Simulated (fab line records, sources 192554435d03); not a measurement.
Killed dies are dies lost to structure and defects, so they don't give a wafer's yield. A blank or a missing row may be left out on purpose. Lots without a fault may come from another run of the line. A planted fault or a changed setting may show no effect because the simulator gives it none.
Chamber matching | flow n5_finfet | N5_BEOL_M13_DESCUM_15 on rie_diel-02: 4 sister chambers
The step chemistry O2, time 7.9 s. 14 wafers are shown with their chamber, then 7 later ones without.

WAFERS WITH THEIR CHAMBER
wafer  | chamber | drypump_motor_current_A (A) | showerhead_plenum_p_Torr (Torr) | oes_product_au (a.u.)
L074.1 | 3       | 6.5                         | 2.21                            | 0.89
L074.2 | 2       | 6.6                         | 2.11                            | 0.88
L074.3 | 0       | 5.2                         | 2.06                            | 0.69
L074.4 | 1       | 5.4                         | 2.09                            | 0.82
L074.5 | 2       | 6.6                         | 2.11                            | 0.89
L074.6 | 1       | 5.4                         | 2.09                            | 0.82
L076.2 | 2       | 6.6                         | 2.11                            | 0.87
L076.3 | 0       | 5.1                         | 2.06                            | 0.69
L076.6 | 0       | 5.1                         | 2.06                            | 0.69
L085.2 | 0       | 5.1                         | 2.05                            | 0.68
L085.5 | 1       | 5.4                         | 2.09                            | 0.81
L085.6 | 0       | 5.2                         | 2.05                            | 0.68
L086.1 | 1       | 5.4                         | 2.08                            | 0.80
L086.2 | 0       | 5.1                         | 2.05                            | 0.69

SIGNATURES (means of the wafers above)
reading                  | chamber 0 | chamber 1 | chamber 2 | chamber 3 | scatter within a chamber
drypump_motor_current_A  | 5.133     | 5.400     | 6.600     | 6.500     | 0.0365
showerhead_plenum_p_Torr | 2.0550    | 2.0875    | 2.1100    | 2.2100    | 0.00474
oes_product_au           | 0.6867    | 0.8125    | 0.8800    | 0.8900    | 0.0078
Rule: a wafer's distance from a chamber is the root of the sum, over the readings, of the square of ((its reading less the chamber's mean) divided by the reading's scatter). The wafer belongs to the nearest chamber; if the next one is less than 2 further off, it can't be placed. The scatter: the root of (the sum of the squares of (reading less its chamber's mean) over the shown wafers, divided by (wafers less chambers)).

WAFERS WITHOUT THEIR CHAMBER
wafer  | drypump_motor_current_A (A) | showerhead_plenum_p_Torr (Torr) | oes_product_au (a.u.)
L086.5 | 5.1                         | 2.05                            | 0.67
L087.2 | 6.6                         | 2.10                            | 0.84
L087.4 | 5.4                         | 2.08                            | 0.79
L087.6 | 6.6                         | 2.10                            | 0.84
L095.2 | 6.6                         | 2.10                            | 0.82
L095.4 | 6.6                         | 2.20                            | 0.82
L095.5 | 6.6                         | 2.10                            | 0.82

WHICH CHAMBER EACH WENT THROUGH
wafer  | from the rows above | in truth
L086.5 | 0                   | 0
L087.2 | 2                   | 2
L087.4 | 1                   | 1
L087.6 | 2                   | 2
L095.2 | 2                   | 2
L095.4 | 3                   | 3
L095.5 | 2                   | 2
Placed correctly: 7 of 7. Can't be placed from these rows: 0. Placed wrongly: 0.
